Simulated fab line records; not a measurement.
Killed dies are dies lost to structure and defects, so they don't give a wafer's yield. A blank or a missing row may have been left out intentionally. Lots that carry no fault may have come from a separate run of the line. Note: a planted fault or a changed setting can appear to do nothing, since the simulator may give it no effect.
Chamber matching    flow n5-finfet    N5_BEOL_M9_ETCH_62 on rie-diel-03: 4 sister chambers
The step etches SOC in N2/H2, target depth 110 nm, overetch 22 nm, time 165 s. 7 wafers are shown with their chamber, then 9 later ones without.

== WAFERS PAIRED WITH THEIR CHAMBERS ==
wafer   chamber  drypump-motor-current-A (A)  showerhead-plenum-p-Torr (Torr)
L076.5  0        6.1                          2.49
L078.5  2        5.0                          2.61
L078.6  0        6.0                          2.49
L080.4  2        5.0                          2.60
L083.2  3        5.7                          2.51
L083.5  1        6.3                          2.60
L083.6  3        5.7                          2.51

== WAFERS WHOSE CHAMBER IS MISSING ==
wafer   drypump-motor-current-A (A)  showerhead-plenum-p-Torr (Torr)
L085.1  5.0                          2.60
L085.3  6.3                          2.59
L085.4  5.1                          2.60
L087.1  6.1                          2.48
L087.4  6.3                          2.59
L087.5  6.1                          2.48
L090.2  5.1                          2.59
L090.4  6.3                          2.59
L090.5  6.3                          2.59

== THE CHAMBER EACH PASSED THROUGH ==
wafer   from the rows above  in truth
L085.1  2                    2
L085.3  1                    1
L085.4  2                    2
L087.1  0                    0
L087.4  1                    1
L087.5  0                    0
L090.2  2                    2
L090.4  1                    1
L090.5  1                    1
9 of 9 placed correctly. Number that these rows cannot place: 0. Placed wrongly: 0.
How it was worked out, from the rows above alone: a wafer's distance from a chamber is the root of the sum, over the readings, of the square of ((its reading less the chamber's mean) divided by the reading's scatter). If the next closest chamber is less than 2 further off than the closest, the wafer can't be placed; otherwise it belongs to the closest. A chamber's mean is the mean of its shown wafers. The scatter: take each reading less its chamber's mean, square it, sum over the shown wafers, divide by the number of wafers less the number of chambers, and take the root.
